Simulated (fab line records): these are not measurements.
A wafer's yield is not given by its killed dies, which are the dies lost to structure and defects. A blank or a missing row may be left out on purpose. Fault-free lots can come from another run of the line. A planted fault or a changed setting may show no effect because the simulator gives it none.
Matching of chambers / flow n5 finfet / N5_BEOL_M5_ETCH_67 on rie diel-06: 4 sister chambers
The step etches SiARC in CF4, target depth 15.6 nm, time 26 s. 16 wafers are shown with their chamber, then 8 later ones without.

== WAFERS PAIRED WITH THEIR CHAMBERS ==
wafer=L076.1; chamber=2; drypump motor current A (A)=5.2; showerhead plenum p Torr (Torr)=2.19; throttle valve pct (%)=15.25
wafer=L076.4; chamber=0; drypump motor current A (A)=6.2; showerhead plenum p Torr (Torr)=2.14; throttle valve pct (%)=15.40
wafer=L076.6; chamber=0; drypump motor current A (A)=6.2; showerhead plenum p Torr (Torr)=2.14; throttle valve pct (%)=15.41
wafer=L085.1; chamber=3; drypump motor current A (A)=5.4; showerhead plenum p Torr (Torr)=2.09; throttle valve pct (%)=15.56
wafer=L085.2; chamber=0; drypump motor current A (A)=6.3; showerhead plenum p Torr (Torr)=2.14; throttle valve pct (%)=15.44
wafer=L085.3; chamber=1; drypump motor current A (A)=5.5; showerhead plenum p Torr (Torr)=2.16; throttle valve pct (%)=15.10
wafer=L086.3; chamber=0; drypump motor current A (A)=6.2; showerhead plenum p Torr (Torr)=2.14; throttle valve pct (%)=15.43
wafer=L086.4; chamber=1; drypump motor current A (A)=5.5; showerhead plenum p Torr (Torr)=2.16; throttle valve pct (%)=15.11
wafer=L086.5; chamber=1; drypump motor current A (A)=5.5; showerhead plenum p Torr (Torr)=2.16; throttle valve pct (%)=15.11
wafer=L087.2; chamber=1; drypump motor current A (A)=5.5; showerhead plenum p Torr (Torr)=2.16; throttle valve pct (%)=15.13
wafer=L087.3; chamber=0; drypump motor current A (A)=6.2; showerhead plenum p Torr (Torr)=2.13; throttle valve pct (%)=15.45
wafer=L087.5; chamber=3; drypump motor current A (A)=5.4; showerhead plenum p Torr (Torr)=2.09; throttle valve pct (%)=15.60
wafer=L091.1; chamber=2; drypump motor current A (A)=5.2; showerhead plenum p Torr (Torr)=2.18; throttle valve pct (%)=15.30
wafer=L091.2; chamber=0; drypump motor current A (A)=6.2; showerhead plenum p Torr (Torr)=2.13; throttle valve pct (%)=15.44
wafer=L091.4; chamber=3; drypump motor current A (A)=5.4; showerhead plenum p Torr (Torr)=2.08; throttle valve pct (%)=15.60
wafer=L090.2; chamber=3; drypump motor current A (A)=5.4; showerhead plenum p Torr (Torr)=2.08; throttle valve pct (%)=15.61

SIGNATURES, as means of the wafers listed above
reading=drypump motor current A; chamber 0=6.217; chamber 1=5.500; chamber 2=5.200; chamber 3=5.400; scatter within a chamber=0.0264
reading=showerhead plenum p Torr; chamber 0=2.1367; chamber 1=2.1600; chamber 2=2.1850; chamber 3=2.0850; scatter within a chamber=0.00486
reading=throttle valve pct; chamber 0=15.4283; chamber 1=15.1125; chamber 2=15.2750; chamber 3=15.5925; scatter within a chamber=0.0206
Rule: distance of a wafer from a chamber = root of the sum over the readings of ((wafer's reading minus chamber's mean) / reading's scatter) squared. The wafer belongs to the nearest chamber; if the next one is less than 2 further off, it can't be placed. How the scatter is found: for the shown wafers, subtract from each reading the mean of its chamber, square and add these, divide the total by (wafers less chambers), then take the root.

== WAFERS WITHOUT THEIR CHAMBER ==
wafer=L090.4; drypump motor current A (A)=5.5; showerhead plenum p Torr (Torr)=2.16; throttle valve pct (%)=15.13
wafer=L090.5; drypump motor current A (A)=5.2; showerhead plenum p Torr (Torr)=2.18; throttle valve pct (%)=15.33
wafer=L092.1; drypump motor current A (A)=5.5; showerhead plenum p Torr (Torr)=2.16; throttle valve pct (%)=15.14
wafer=L092.4; drypump motor current A (A)=5.4; showerhead plenum p Torr (Torr)=2.08; throttle valve pct (%)=15.62
wafer=L092.6; drypump motor current A (A)=5.4; showerhead plenum p Torr (Torr)=2.08; throttle valve pct (%)=15.61
wafer=L095.2; drypump motor current A (A)=5.4; showerhead plenum p Torr (Torr)=2.08; throttle valve pct (%)=15.64
wafer=L095.3; drypump motor current A (A)=5.2; showerhead plenum p Torr (Torr)=2.17; throttle valve pct (%)=15.34
wafer=L095.5; drypump motor current A (A)=5.4; showerhead plenum p Torr (Torr)=2.08; throttle valve pct (%)=15.64

== CHAMBER TAKEN BY EACH ==
wafer=L090.4; from the rows above=1; in truth=1
wafer=L090.5; from the rows above=2; in truth=2
wafer=L092.1; from the rows above=1; in truth=1
wafer=L092.4; from the rows above=3; in truth=3
wafer=L092.6; from the rows above=3; in truth=3
wafer=L095.2; from the rows above=3; in truth=3
wafer=L095.3; from the rows above=2; in truth=2
wafer=L095.5; from the rows above=3; in truth=3
Correctly placed: 8 of 8. From these rows, 0 cannot be placed. Number placed wrongly: 0.
